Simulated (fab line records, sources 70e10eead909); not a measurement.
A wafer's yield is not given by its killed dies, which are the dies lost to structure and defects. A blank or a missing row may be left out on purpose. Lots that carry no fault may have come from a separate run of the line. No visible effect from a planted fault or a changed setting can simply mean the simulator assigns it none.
A lot that was struck, set against a sound lot :: flow nand_harc :: 40 steps out of a route of 1159
Sound: wafers L466.1, L466.4, L466.6. Struck: wafers L477.2, L477.3, L477.6. The cause is named last.
For every step that has rows: the tool of each side, followed by ch and its chambers, followed by its first start. Under that, the readings that differ: sound wafers :: struck wafers :: difference of the means :: sigmas: that difference in standard deviations of wafers without a fault.
alike: readings whose means differ by less than 2 such deviations, and words and numbers that are the same on both sides. not compared: withheld readings, readings that some wafer has no value for, bounds like >300 that may hide the same value, and numbers for which the record gives no deviation and whose values overlap.
Wherever a step has rows on one side only, a row that says differs or no value, or a row with sigmas, the two part there. Numbers that have no deviation but don't overlap get no sigmas and don't part them. Lack of a reading on every wafer of one side parts them only where that side has two or more wafers.

first, 6 steps without rows for these wafers: NHARC_A_CHANNEL_HOLE_D1_STRIP_42 (strips in CF4/CHF3); NHARC_A_CHANNEL_HOLE_D1_STRIP_43 (strips in O2/COS); NHARC_A_CHANNEL_HOLE_D1_ETCH_44 (etches the open film in CF4/O2, target depth 140 nm, overetch 14 nm, time 77 s); NHARC_A_CHANNEL_HOLE_D1_STRIP_27 (strips in O2); NHARC_A_CHANNEL_HOLE_D1_PRECLEAN_28 (cleans in SC1); NHARC_A_CHANNEL_HOLE_D1_SRD_29.
NHARC_A_CHANNEL_HOLE_D1_CD_MEAS_30:
  struck on cd_sem-02, day 12 01:35; sound on cd_sem-01, day 9 13:23
  alike: cd_nm
following that, these wafers have no rows for 1 step: NHARC_A_CHANNEL_HOLE_D1_XSEM_31.
NHARC_A_CHANNEL_HOLE_D1_INSPECT_40:
  struck on defect_inspect-01, day 12 01:47; sound on defect_inspect-02, day 9 13:34
  alike: raw_defect_count
then, 2 steps without rows for these wafers: NHARC_A_CHANNEL_FILL_D1_PRECLEAN_00 (cleans in SC1); NHARC_A_CHANNEL_FILL_D1_SRD_01.
NHARC_A_CHANNEL_FILL_D1_ALD_02: deposits SiO2, target thk 6 nm, pulse time 10 s, ald cycles 60.
  sound on ald_hk-03 ch 0,1, day 9 14:34; struck on ald_hk-04 ch 0,1,2, day 12 02:07
  alike: heater_power_w, precursor_pulse_height_rel
NHARC_A_CHANNEL_FILL_D1_ALD_03: deposits SiNx, target thk 6 nm, pulse time 60 s, ald cycles 58.
  sound on ald_sin_batch-01 ch 0, day 9 18:01; struck on ald_sin_batch-01 ch 0, day 12 04:14
  alike: chamber_pressure_Torr, precursor_pulse_height_rel
then, 1 step without rows for these wafers: NHARC_A_CHANNEL_FILL_D1_ALD_14 (deposits SiO2, target thk 2.5 nm, pulse time 10 s, ald cycles 25).
NHARC_A_CHANNEL_FILL_D1_ALD_15: deposits SiNx, target thk 2 nm, pulse time 60 s, ald cycles 19.
  sound: ald_sin_batch-03 ch 0; struck: ald_sin_batch-03 ch 0
  alike: chamber_pressure_Torr, precursor_pulse_height_rel
then, 3 steps without rows for these wafers: NHARC_A_CHANNEL_FILL_D1_ALD_16 (deposits SiO2, target thk 1.5 nm, pulse time 10 s, ald cycles 15); NHARC_A_CHANNEL_FILL_D1_ANNEAL_17 (time 1800 s); NHARC_A_CHANNEL_FILL_D1_CVD_18 (deposits poly-Si, target thk 3 nm).
NHARC_A_CHANNEL_FILL_D1_ETCHBACK_19: etches the open film in HBr/Cl2, target depth 5 nm, time 1.7 s.
  sound on rie_si-05 ch 0,1,3, day 10 12:02; struck on rie_si-04 ch 0,3, day 13 01:40
  alike: drypump_motor_current_A, oes_product_au, throttle_valve_pct
  not compared: rf_hours_counter_h
NHARC_A_CHANNEL_FILL_D1_ETCHBACK_20: etches the open film in C4F8/O2/Ar, target depth 27 nm, time 13.5 s.
  sound on rie_diel-10 ch 0,1, day 10 12:10; struck on rie_diel-09 ch 1,2, day 13 01:49
  alike: oes_product_au, rf_vpp_V
  not compared: rf_hours_counter_h
NHARC_A_CHANNEL_FILL_D1_STRIP_28: strips in O2, time 20 s.
  sound on rie_diel-10 ch 1,2,3, day 10 12:15; struck on rie_diel-09 ch 0,2,3, day 13 01:53
  alike: drypump_motor_current_A, o2_flow_sccm, oes_product_au, rf_vpp_V, showerhead_plenum_p_Torr, throttle_valve_pct
  not compared: rf_hours_counter_h
then, 4 steps without rows for these wafers: NHARC_A_CHANNEL_FILL_D1_PRECLEAN_21 (cleans in dHF, time 30 s); NHARC_A_CHANNEL_FILL_D1_SRD_23; NHARC_A_CHANNEL_FILL_D1_CVD_05 (deposits poly-Si, target thk 5 nm); NHARC_A_CHANNEL_FILL_D1_ANNEAL_22 (time 7200 s).
NHARC_A_CHANNEL_FILL_D1_THK_MEAS_06: measures by ellipsometry.
  struck on film_metro-02, day 13 14:16; sound on film_metro-02, day 10 23:40
  alike: thk_nm
then, 13 steps without rows for these wafers: NHARC_A_CHANNEL_FILL_D1_ALD_25 (deposits SiOx, target thk 60 nm, pulse time 10 s, ald cycles 600); NHARC_A_CHANNEL_FILL_D1_ETCHBACK_08 (etches the open film in C4F8, target depth 220 nm, time 110 s); NHARC_A_CHANNEL_FILL_D1_STRIP_29 (strips in O2, time 20 s); NHARC_A_CHANNEL_FILL_D1_PRECLEAN_30 (cleans in dHF, time 30 s); NHARC_A_CHANNEL_FILL_D1_SRD_31; NHARC_A_CHANNEL_FILL_D1_CVD_09 (deposits poly-Si, target thk 150 nm, time 3000 s); NHARC_A_CHANNEL_FILL_D1_CMP_10 (polishes, target thk 150 nm); NHARC_A_CHANNEL_FILL_D1_SRD_12; NHARC_A_CHANNEL_FILL_D1_RTA_24 (time 5 s); NHARC_A_STAIRCASE_DEP_156 (deposits SiNx, target thk 50 nm); NHARC_A_STAIRCASE_DEHYDRATE_158 (time 120 s); NHARC_A_STAIRCASE_HMDS_159 (time 30 s); NHARC_A_STAIRCASE_COAT_160.
-- break in the record here, with 9 days between the starts of the struck wafers on either side (left off in module A_STAIRCASE, picked up again in module END, where the first step shown is number 1159 on the route) --
NHARC_END_SORT_01:
  here the record holds rows for the struck wafers (prober-01 ch 0, day 22 12:24) but none for the sound ones

== WHERE THEY PART ==
Within this record, at NHARC_END_SORT_01 only.

WHY: what the simulator had put in
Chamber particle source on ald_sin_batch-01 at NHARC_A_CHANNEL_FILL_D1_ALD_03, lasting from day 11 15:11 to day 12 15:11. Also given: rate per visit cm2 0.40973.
